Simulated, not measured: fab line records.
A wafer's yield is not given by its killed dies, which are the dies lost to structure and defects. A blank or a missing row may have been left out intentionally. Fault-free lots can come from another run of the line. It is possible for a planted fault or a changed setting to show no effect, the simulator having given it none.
A struck lot beside a sound one | flow nand harc | 14 out of 1302 route steps
Sound: these wafers, L219.4, L219.5, L219.6. The struck wafers were L220.2, L220.5, L220.6. The cause is given at the end.
Each step with rows lists, per side, the tool, then ch with its chambers, then its first start. Under that, the readings that differ: sound wafers | struck wafers | difference of the means | sigmas: that difference in standard deviations of wafers without a fault.
alike: readings with means less than 2 such deviations apart, plus words and numbers identical on both sides. not compared: withheld readings, readings lacking a value on some wafer, bounds such as >300 that could conceal the same value, and numbers that have no deviation in the record and whose values overlap.
Wherever a step has rows on one side only, a row that says differs or no value, or a row with sigmas, the two part there. Non-overlapping numbers with no deviation appear without sigmas and do not part them. A reading missing from all wafers of one side parts the sides only when that side holds two or more wafers.

NHARC_A_M1_DEGAS_29: time 60 s.
  sound on pvd sputter-03, day 24 11:32; struck on pvd sputter-03, day 24 16:19
  alike: heater power w
NHARC_A_M1_PRE_CLEAN_30: time 30 s.
  sound on pvd sputter-03; struck on pvd sputter-03
  alike: heater power w
then, 1 step without rows for these wafers: NHARC_A_M1_PVD_20 (deposits TaN, target thk 5 nm, time 8.06 s).
NHARC_A_M1_PVD_21: deposits Cu, target thk 30 nm, time 20.49 s.
  sound on pvd sputter-03; struck on pvd sputter-03
  alike: throttle valve pct
then, 1 step without rows for these wafers: NHARC_A_M1_ECD_22 (material Cu, target thk 400 nm).
NHARC_A_M1_ANNEAL_31: time 90 s.
  sound on rtp anneal-01 ch 0, day 24 12:25; struck on rtp anneal-02 ch 0, day 24 17:10
  alike: anneal temp c, wafer_temp_C_max
NHARC_A_M1_CMP_23: polishes, t overpolish 20 s, target thk 154.34 nm.
  sound on cmp-02 ch 0,3, day 24 12:36; struck on cmp-01 ch 0,3, day 24 17:29
  reading             | sound          | struck         | difference | sigmas
  motor current A (A) | 11.5 11.5 11.1 | 15.9 13.8 15.7 | +3.8       | +3
  alike: retaining ring pressure frac, time to endpoint s
NHARC_A_M1_THK_MEAS_24: measures by xrf.
  sound on film metro-02, day 24 12:55; struck on film metro-01, day 24 17:47
  alike: thk nm
next, for these wafers, 1 step has no rows: NHARC_A_M1_SRD_25.
NHARC_A_M1_INSPECT_27:
  sound on defect inspect-02, day 24 13:05; struck on defect inspect-02, day 24 17:56
  alike: raw defect count
then, 1 step without rows for these wafers: NHARC_A_M1_PRE_CLEAN_32 (time 12 s).
NHARC_A_M1_DEP_33: deposits SiCN, target thk 30 nm.
  sound on pecvd-04 ch 0,1,2, day 24 13:21; struck on pecvd-04 ch 0,1,2, day 24 18:07
  no value came back on the struck wafers for chamber pressure Torr (Torr), heater power outer w (W), heater power w (W); on the sound wafers chamber pressure Torr (Torr) reads 3.010 3.002 3.009
then, 1 step without rows for these wafers: NHARC_A_BONDPAD_DEP_00 (deposits SiCN, target thk 250 nm).
NHARC_END_SORT_01:
  sound on prober-01 ch 0, day 25 23:08; struck on prober-02 ch 0, day 26 06:01
  alike: defect limited yield, killed at array, killed at other, killed at periphery, killed dies, killed open, killed short, sort_bin_2_pct, sort_bin_3_pct, sort_bin_4_pct, sort n pass, sort rim yield pct, sort yield pct

WHERE THEY PART
Last at NHARC_A_M1_DEP_33 as far as this record goes, first at NHARC_A_M1_CMP_23. Later steps at which nothing parts them and some readings are alike: NHARC_END_SORT_01.

WHY: what had been put in by the simulator
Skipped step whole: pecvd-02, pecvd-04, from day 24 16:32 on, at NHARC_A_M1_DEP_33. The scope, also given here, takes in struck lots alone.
